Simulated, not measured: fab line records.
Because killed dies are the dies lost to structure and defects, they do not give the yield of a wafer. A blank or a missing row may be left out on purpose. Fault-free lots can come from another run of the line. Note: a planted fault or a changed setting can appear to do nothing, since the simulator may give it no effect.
The tool behind it: which one? ; flow nand harc ; 18 wafers from 6 lots sampled at 4 of the route's 1159 steps

## WHAT THE GAUGES READ, wafer by wafer
NHARC_A_ONON_D1_THK_MEAS_14: measures by ellipsometry.
lot;measured;on;thk nm (nm)
L915;day 8 08:46;film metro-02;1021 1020 1020
L917;day 9 11:34;film metro-02;1012 1014 1013
L919;day 9 21:16;film metro-02;997 997 996
L927;day 11 14:31;film metro-02;1023 1022 1629 1025 1024 1628
L928;day 11 22:13;film metro-02;1011 1013 1616 1013 1013 1617
L934;day 13 06:53;film metro-01;997 1000 998

## TOOL THAT RAN EACH LOT (tool first, then ch and the chambers of the sampled wafers, then the start)
lot;NHARC_A_ZERO_WELL_DESCUM_12;NHARC_A_ZERO_WELL_ETCH_13;NHARC_A_ONON_D1_DEP_12
L915;rie diel-04 ch 0,3, day 7 09:10;rie si-03 ch 0,1,2, day 7 09:24;pecvd onon-02 ch 0, day 8 08:19
L917;rie diel-07 ch 0,1,3, day 8 10:17;rie si-02 ch 2,3, day 8 10:29;pecvd onon-03 ch 0, day 9 11:02
L919;rie diel-07 ch 0,1,3, day 8 21:17;rie si-03 ch 0,1,3, day 8 21:29;pecvd onon-03 ch 0, day 9 20:45
L927;rie diel-04 ch 0,2, day 10 12:56;rie si-03 ch 0,2, day 10 13:07;pecvd onon-02 ch 0, day 11 13:59
L928;rie diel-13 ch 0,1,2, day 10 20:28;rie si-03 ch 0,2,3, day 10 20:40;pecvd onon-02 ch 0, day 11 21:42
L934;rie diel-04 ch 0,2,3, day 12 06:09;rie si-05 ch 0,1,3, day 12 06:21;pecvd onon-03 ch 0, day 13 06:29
- NHARC_A_ZERO_WELL_DESCUM_12: chemistry O2, time 3 s.
- NHARC_A_ZERO_WELL_ETCH_13: etches the open film in HBr/Cl2, target depth 120 nm, time 40.1 s.
- NHARC_A_ONON_D1_DEP_12: target thk 1000 nm.

## THE ANSWER, worked out from the rows above alone
Rule: usual is defined by the lots themselves. The widest of any qualifying gaps counts: lots, ordered by their means at a reading, are off when they make up no more than a third of the lots, leave a main group of 4 or more, and stand apart from it by 3 or more times the standard deviation of that group's means. If all means in a main group match to the digits the tables above print for the reading, that group is not used. Also off: a lot with no number at a reading for which 4 or more lots have one. The other lots that the step has rows for count as sound.
Off: L927, L928, at NHARC_A_ONON_D1_THK_MEAS_14 (thk nm). Main group: mean 1007 nm, sd 9.9.
A tool fits if, at a process step before that reading, it ran every lot that is off, and no sound lot after the first of them. The gauges at NHARC_A_ONON_D1_THK_MEAS_14 are tried like those tools. Can't be told from this: 3 tools fit, rie si-03 at NHARC_A_ZERO_WELL_ETCH_13, pecvd onon-02 at NHARC_A_ONON_D1_DEP_12, film metro-02 at NHARC_A_ONON_D1_THK_MEAS_14.

## WHAT HAD BEEN PUT IN BY THE SIMULATOR
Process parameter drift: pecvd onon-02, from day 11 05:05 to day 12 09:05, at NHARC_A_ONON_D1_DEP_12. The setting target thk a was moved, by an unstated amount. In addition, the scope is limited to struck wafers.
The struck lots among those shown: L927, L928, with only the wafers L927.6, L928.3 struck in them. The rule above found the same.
